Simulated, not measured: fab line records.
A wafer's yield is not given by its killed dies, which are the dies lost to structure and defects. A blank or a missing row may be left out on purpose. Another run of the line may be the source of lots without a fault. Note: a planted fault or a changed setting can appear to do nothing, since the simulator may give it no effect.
fab line records	flow n5_finfet
record: lots: 10	wafers: 26	last_day: 19
route steps=1938 shown HKMG_FIN@431 BEOL_M4@1111
lots with no fault: from the same line, run without faults
start_h: hours from the record's opening day to when the first of the lot's shown wafers began	wait_h: hours from the lot's prior step to this one	" same as the row above	L1.1+2: several wafers, shown together as one row	- no value, or no start was given	* or withheld: withheld	< > ~ a bound
route shown NAME@n: a module of which the file shows steps, and the number in the route of the first	usual: mean and standard deviation over wafers with no fault	same: alike in all rows	chamber/n: place in a boat	sites: per-site readings	_std_site: standard deviation of those values	_edge_site: mean of outer sites minus mean of inner sites	radius_mm: how far each site lies from the wafer's centre	mask NAME#n: copy n	behind: the tool/chamber that last shaped the wafer	hold: the reason the lot was held/the length of the hold in hours/how it ended	device: names the non-switching transistor (n, p or np)	end of line: the same wafers' tests at the end of the route	for a step that has no rows: nothing shown but its recipe	killed: dies that structure and defects cost at the first sort, which is not the same as the wafer's yield	map: per-die view of a wafer (x killed, . not killed, _ where there is no die)
set.NAME: the run value of the setting; set.NAME@STEP: its run value at that earlier step	model.NAME: the simulator's own value behind a step, which no gauge read
a sample of lots followed through the steps of the route, with each step as a table and each wafer as a row
services: a tool's chamber out of use, with start hour (start_h, from the record's first day; less than 0 if before it), hours out, and reason
== steps ==
step: N5_HKMG_FIN_OVL_MEAS_13
recipe: points_per_wafer: 44
usual: NWFM_OVL: 0.0/0.84
lot.wafer	tool	chamber	start_h	wait_h	NWFM_OVL[nm]
L937.1	overlay-01	0	79.66	0.0	0.2
L937.5	"	0	"	"	0.1
L937.6	"	0	"	"	0.7
L938.2	overlay-02	0	86.08	0.0	0.0
L938.5	"	0	"	"	0.0
L938.6	"	0	"	"	0.0
L939.4	overlay-02	0	94.46	0.0	1.9
L939.5	"	0	"	"	0.7
L939.6	"	0	"	"	1.9
L944.3	overlay-01	0	115.94	0.0	-0.9
L944.4	"	0	"	"	-0.2
L945.3	overlay-02	0	121.38	0.0	-0.2
L945.6	"	0	"	"	0.2
L951.3	overlay-01	0	160.92	0.0	-0.4
L951.5	"	0	"	"	-1.6
L954.2	overlay-02	0	175.48	0.0	-0.9
L954.3	"	0	"	"	-0.9
L954.4	"	0	"	"	-1.6
L955.2	overlay-01	0	183.62	0.0	-1.4
L955.4	"	0	"	"	-1.5
L955.6	"	0	"	"	-1.8
L959.1	overlay-02	0	207.50	0.0	0.1
L959.3	"	0	"	"	-0.2
L959.5	"	0	"	"	-0.8
L960.4	overlay-02	0	213.80	0.0	-1.1
L960.5	"	0	"	"	-0.2
step: N5_HKMG_FIN_ETCH_35
recipe: chemistry: N2/H2	target: SOC	target_depth_a: 2158	ion_energy_ev: 65	bias_w: 5	source_w: 3000	time_s: 243.4	pressure_mtorr: 30	n2_flow_sccm: 200	h2_flow_sccm: 200
usual: drypump_motor_current_A: 5.5/0.51	oes_product_au: 0.77/0.088	rf_vpp_V: 142.0/0.97	run_length_s: 266.7/0.45	showerhead_plenum_p_Torr: 2.58/0.067	throttle_valve_pct: 17.9/0.34
lot.wafer	tool	chamber	start_h	wait_h	drypump_motor_current_A	oes_product_au	rf_hours_counter_h	rf_vpp_V	run_length_s	showerhead_plenum_p_Torr	throttle_valve_pct
L937.1	rie_diel-06	2	80.02	0.0	5.4	0.69	230	143.4	267.1	2.60	17.8
L937.5	"	0	"	"	5.3	0.76	-	141.6	266.9	2.64	17.9
L937.6	"	3	"	"	4.8	0.99	-	139.8	266.9	2.50	17.3
L938.2	rie_diel-02	1	86.44	0.0	5.8	0.79	101	142.1	267.8	2.58	18.2
L938.5	"	3	"	"	5.3	0.69	-	143.5	266.5	2.61	18.1
L938.6	"	2	"	"	5.1	0.75	-	142.3	266.7	2.67	18.3
L939.4	rie_diel-06	0	94.81	0.0	5.3	0.75	148	143.1	266.5	2.64	18.0
L939.5	"	3	"	"	4.8	0.96	-	140.7	267.0	2.50	17.3
L939.6	"	2	"	"	5.4	0.69	-	141.8	267.1	2.60	17.9
L944.3	rie_diel-02	2	116.29	0.0	5.1	0.74	172	143.5	267.3	2.67	18.3
L944.4	"	0	"	"	6.2	0.71	196	142.6	278.3	2.63	18.2
L945.3	rie_diel-02	3	121.74	0.0	5.3	0.69	229	142.5	266.3	2.61	18.1
L945.6	"	2	"	"	5.1	0.74	-	142.5	278.8	2.67	18.3
L951.3	rie_diel-06	1	161.28	0.0	6.4	0.83	70	142.2	266.8	2.60	17.6
L951.5	"	1	"	"	6.4	0.83	-	141.7	266.7	2.60	17.6
L954.2	rie_diel-05	2	175.94	0.0	5.9	0.84	55	140.9	265.9	2.47	17.5
L954.3	"	3	"	"	5.6	0.70	235	141.8	266.3	2.60	17.8
L954.4	"	0	"	"	6.3	0.79	117	140.1	267.0	2.42	17.5
L955.2	rie_diel-05	0	183.97	0.0	6.3	0.78	120	141.7	266.8	2.42	17.5
L955.4	"	1	"	"	4.9	0.67	186	141.3	266.4	2.53	17.7
L955.6	"	1	"	"	4.9	0.67	-	140.5	266.3	2.53	17.7
L959.1	rie_diel-02	2	207.86	0.0	5.1	0.71	206	141.4	266.7	2.65	18.4
L959.3	"	3	"	"	5.3	0.96	4	141.5	266.3	2.60	17.9
L959.5	"	2	"	"	5.1	0.72	-	143.6	266.6	2.65	18.4
L960.4	rie_diel-05	1	214.23	0.1	4.9	0.67	-	140.3	266.5	2.53	17.7
L960.5	"	0	"	"	6.3	0.77	-	141.9	266.7	2.42	17.5
step: N5_HKMG_FIN_STRIP_89
recipe: chemistry: N2/H2	material: SOC	time_s: 20	power_w: 500	temp_c: 40	pressure_mtorr: 50	rf_frequency_hz: 6e+07	bias_power_w: 8	h2_frac: 0.5	n2_flow_sccm: 300	h2_flow_sccm: 300
usual: bias_power_w: 8.006/0.023	drypump_motor_current_A: 5.6/0.53	oes_product_au: 0.78/0.084	rf_vpp_V: 54.3/0.86	showerhead_plenum_p_Torr: 3.39/0.089	throttle_valve_pct: 19.0/0.5
same: time_s: 20
lot.wafer	tool	chamber	start_h	wait_h	bias_power_w	drypump_motor_current_A	oes_product_au	rf_hours_counter_h	rf_vpp_V	showerhead_plenum_p_Torr	throttle_valve_pct
L937.1	rie_diel-02	3	81.10	0.0	8.018	5.3	0.71	215	54.2	3.45	19.1
L937.5	"	2	"	"	8.004	5.1	0.74	-	55.3	3.52	20.2
L937.6	"	3	"	"	7.998	5.3	0.70	-	54.6	3.45	19.1
L938.2	rie_diel-02	0	87.52	0.0	8.011	6.2	0.72	185	52.7	3.48	19.2
L938.5	"	1	"	"	8.007	5.8	0.80	-	54.3	3.40	19.6
L938.6	"	0	"	"	8.007	6.2	0.71	-	54.3	3.48	19.2
L939.4	rie_diel-02	3	96.27	0.0	7.972	5.3	0.70	220	54.0	3.44	19.1
L939.5	"	3	"	"	7.999	5.3	0.71	-	52.6	3.44	19.1
L939.6	"	0	"	"	8.023	6.1	0.71	-	53.9	3.47	19.2
L944.3	rie_diel-02	0	117.37	0.0	7.984	6.2	0.71	197	55.0	3.47	19.2
L944.4	"	2	"	"	8.041	5.1	0.73	172	54.6	3.52	20.2
L945.3	rie_diel-05	3	122.82	0.0	8.002	5.6	0.71	216	53.2	3.45	18.8
L945.6	"	2	"	"	8.008	5.9	0.89	-	54.2	3.28	18.3
L951.3	rie_diel-06	3	162.36	0.0	8.017	4.8	0.88	27	52.2	3.29	18.6
L951.5	"	0	"	"	8.046	5.3	0.75	-	55.7	3.47	19.1
L954.2	rie_diel-05	0	177.04	0.0	8.004	6.3	0.80	117	53.4	3.21	18.4
L954.3	"	1	"	"	8.015	4.9	0.69	184	53.8	3.35	18.9
L954.4	"	2	"	"	7.970	5.9	0.86	56	54.6	3.27	18.4
L955.2	rie_diel-06	1	185.16	0.0	8.014	6.5	0.82	79	54.3	3.42	19.0
L955.4	"	0	"	"	7.979	5.3	0.74	-	54.6	3.47	19.1
L955.6	"	1	"	"	8.000	6.5	0.83	-	53.5	3.42	19.0
L959.1	rie_diel-05	1	208.95	0.0	7.997	4.9	0.68	196	53.1	3.34	19.0
L959.3	"	0	"	"	8.020	6.3	0.79	129	54.5	3.20	18.4
L959.5	"	3	"	"	7.992	5.6	0.69	-	55.3	3.43	18.8
L960.4	rie_diel-06	0	215.23	0.0	7.998	5.3	0.75	187	54.6	3.46	19.1
L960.5	"	3	"	"	7.998	4.8	0.85	-	53.4	3.28	18.7
step: N5_HKMG_FIN_STRIP_90
recipe: chemistry: N2/H2	material: SOC	time_s: 20	power_w: 500	temp_c: 40	pressure_mtorr: 50	rf_frequency_hz: 6e+07	bias_power_w: 8	h2_frac: 0.5	n2_flow_sccm: 300	h2_flow_sccm: 300
usual: bias_power_w: 8.001/0.023	drypump_motor_current_A: 5.6/0.51	oes_product_au: 0.77/0.084	rf_vpp_V: 54.3/0.9	showerhead_plenum_p_Torr: 3.40/0.086	throttle_valve_pct: 19.1/0.53
same: time_s: 20
lot.wafer	tool	chamber	start_h	wait_h	bias_power_w	drypump_motor_current_A	oes_product_au	rf_hours_counter_h	rf_vpp_V	showerhead_plenum_p_Torr	throttle_valve_pct
L937.1	rie_diel-02	3	82.17	0.0	8.011	5.3	0.70	215	54.2	3.45	19.1
L937.5	"	0	"	"	8.002	6.2	0.71	-	52.5	3.48	19.2
L937.6	"	1	"	"	7.980	5.8	0.80	-	54.3	3.40	19.6
L938.2	rie_diel-02	1	88.59	0.0	8.006	5.7	0.81	102	55.2	3.40	19.6
L938.5	"	2	"	"	7.979	5.1	0.75	-	53.8	3.52	20.2
L938.6	"	1	"	"	8.016	5.7	0.80	-	56.1	3.40	19.6
L939.4	rie_diel-05	3	97.34	0.0	8.014	5.6	0.71	208	54.9	3.45	18.8
L939.5	"	2	"	"	7.984	5.9	0.89	-	53.3	3.28	18.3
L939.6	"	1	"	"	8.023	4.9	0.70	-	54.0	3.36	18.9
L944.3	rie_diel-06	1	118.50	0.0	8.015	6.4	0.87	56	54.4	3.43	19.0
L944.4	"	2	"	"	7.979	5.4	0.69	242	54.5	3.43	18.7
L945.3	rie_diel-02	0	123.98	0.0	8.056	6.2	0.70	199	53.3	3.47	19.2
L945.6	"	3	"	"	7.987	5.3	0.70	-	54.7	3.44	19.2
L951.3	rie_diel-06	3	163.68	0.0	8.001	4.8	0.88	28	53.4	3.29	18.6
L951.5	"	2	"	"	7.985	5.4	0.99	-	55.0	3.42	18.4
L954.2	rie_diel-02	2	178.11	0.0	8.031	5.1	0.72	195	53.6	3.50	20.2
L954.3	"	0	"	"	8.016	6.2	0.69	219	54.2	3.46	19.3
L954.4	"	0	"	"	8.002	6.2	0.69	-	54.7	3.46	19.3
L955.2	rie_diel-05	2	186.24	0.0	7.998	6.0	0.85	58	52.5	3.27	18.4
L955.4	"	0	"	"	8.034	6.3	0.79	120	54.1	3.21	18.4
L955.6	"	3	"	"	7.976	5.6	0.70	-	54.7	3.44	18.8
L959.1	rie_diel-05	3	210.02	0.0	8.002	5.6	0.70	246	55.3	3.43	18.8
L959.3	"	1	"	"	7.968	5.0	0.68	197	54.7	3.34	19.0
L959.5	"	1	"	"	8.016	5.0	0.67	-	53.6	3.34	19.0
L960.4	rie_diel-02	1	216.32	0.0	8.019	5.7	0.75	149	54.5	3.37	19.7
L960.5	"	1	"	"	8.042	5.7	0.76	-	53.8	3.38	19.7
step: N5_BEOL_M4_RC_MEAS_101
usual: DIBL_N: 36.5/2.2	DIBL_P: 36.9/2.9	IOFF_N: 0.17/0.044	IOFF_P: 0.22/0.052	ION_N: 671/16	ION_P: 461/10	SS_N: 71.6/0.73	SS_P: 73.5/0.79	VT_N: 250/4.1	VT_P: -250/4.1
lot.wafer	tool	chamber	start_h	wait_h	DIBL_N[mV/V]	DIBL_P[mV/V]	IOFF_N[nA/um]	IOFF_P[nA/um]	ION_N[uA/um]	ION_P[uA/um]	SS_N[mV/dec]	SS_P[mV/dec]	VT_N[mV]	VT_P[mV]
L937.1	prober-01	0	178.63	0.0	34.2	34.7	0.12	0.16	667	455	70.9	72.1	253	-255
L937.5	"	0	"	"	35.1	37.1	0.13	0.19	674	463	71.0	72.9	252	-254
L937.6	"	0	"	"	32.4	30.0	0.09	0.10	647	440	70.4	71.1	260	-262
L938.2	prober-02	0	196.53	0.2	35.9	36.2	0.15	0.21	666	459	70.7	73.0	249	-249
L938.5	"	0	"	"	36.7	36.3	0.15	0.20	656	453	71.3	73.7	250	-252
L938.6	"	0	"	"	35.2	36.0	0.14	0.21	664	461	71.9	73.2	253	-248
L939.4	prober-01	0	203.46	0.5	34.2	34.5	0.11	0.18	655	451	71.1	72.1	258	-254
L939.5	"	0	"	"	37.0	38.1	0.16	0.22	655	448	72.2	73.3	250	-252
L939.6	"	0	"	"	35.7	37.1	0.13	0.21	668	463	71.2	72.9	252	-251
L944.3	prober-01	0	219.61	0.3	33.1	31.3	0.11	0.18	648	447	71.2	73.2	255	-248
L944.4	"	0	"	"	39.1	39.3	0.20	0.32	661	458	71.8	75.0	249	-242
L945.3	prober-01	0	242.96	0.3	37.1	38.6	0.16	0.24	652	453	72.5	73.8	248	-250
L945.6	"	0	"	"	34.8	32.0	0.13	0.14	638	436	72.4	72.6	258	-258
L951.3	prober-02	0	268.87	0.3	35.5	35.7	0.13	0.18	670	458	71.1	73.5	252	-253
L951.5	"	0	"	"	36.0	36.9	0.14	0.20	668	454	71.4	73.4	254	-252
L954.2	prober-02	0	290.77	0.2	34.6	35.2	0.13	0.19	662	461	71.6	72.9	252	-250
L954.3	"	0	"	"	38.4	41.1	0.23	0.30	700	477	71.5	74.3	240	-246
L954.4	"	0	"	"	37.3	39.9	0.18	0.30	656	459	71.9	74.1	248	-244
L955.2	prober-01	0	297.22	0.2	32.5	32.7	0.11	0.14	658	455	69.8	71.9	252	-255
L955.4	"	0	"	"	40.5	41.8	0.22	0.26	677	461	72.3	75.3	247	-249
L955.6	"	0	"	"	35.3	35.7	0.14	0.18	657	453	70.3	73.5	251	-253
L959.1	prober-01	0	317.82	0.0	35.3	35.5	0.14	0.18	666	461	70.9	73.1	250	-252
L959.3	"	0	"	"	38.1	38.7	0.18	0.23	674	463	71.7	74.3	247	-249
L959.5	"	0	"	"	37.8	39.4	0.17	0.25	668	461	71.4	74.4	248	-252
L960.4	prober-01	0	340.80	0.5	40.2	42.9	0.23	0.29	669	456	72.3	74.7	248	-247
L960.5	"	0	"	"	42.3	44.0	0.28	0.33	702	471	73.4	75.0	242	-243
== services ==
tool	chamber	start_h	hours	kind
rie_diel-06	3	61.57	-	clean
rie_diel-06	3	61.57	-	consumable_replace:focus_ring
rie_diel-06	3	61.57	14.3	scheduled_down
rie_diel-06	3	61.57	14.3	vent_cycle
rie_diel-06	3	89.22	5.0	repair
rie_diel-05	1	121.32	1.8	repair
rie_diel-06	2	144.60	-	clean
rie_diel-06	2	144.60	-	consumable_replace:focus_ring
rie_diel-06	2	144.60	14.3	scheduled_down
rie_diel-06	2	144.60	14.3	vent_cycle
rie_diel-06	1	173.12	2.4	repair
rie_diel-06	0	174.16	8.3	repair
rie_diel-02	3	177.94	-	clean
rie_diel-02	3	177.94	-	consumable_replace:focus_ring
rie_diel-02	3	177.94	17.6	scheduled_down
rie_diel-02	3	177.94	17.6	vent_cycle
rie_diel-05	3	211.18	8.2	repair
== key ==
first_sign: step: N5_HKMG_FIN_ETCH_35	reading: run_length_s	direction: up	sigmas: 27	usual: *	struck: *
effect none on later readings
met_at N5_HKMG_FIN_ETCH_35
struck_lots L944,L945
struck_wafers L944.4,L945.6
not_acting_at N5_HKMG_FIN_OVL_MEAS_13,N5_HKMG_FIN_STRIP_89,N5_HKMG_FIN_STRIP_90
onset_between 86.44 116.29
fault: kind: process_parameter_drift	tool: rie_diel-02	chamber: -	onset_h: 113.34	steps: N5_HKMG_FIN_ETCH_35	channel: time_s	offset: *	shape: step	end_h: 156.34	scope: struck_wafers_only	acts_in: *	stated: *
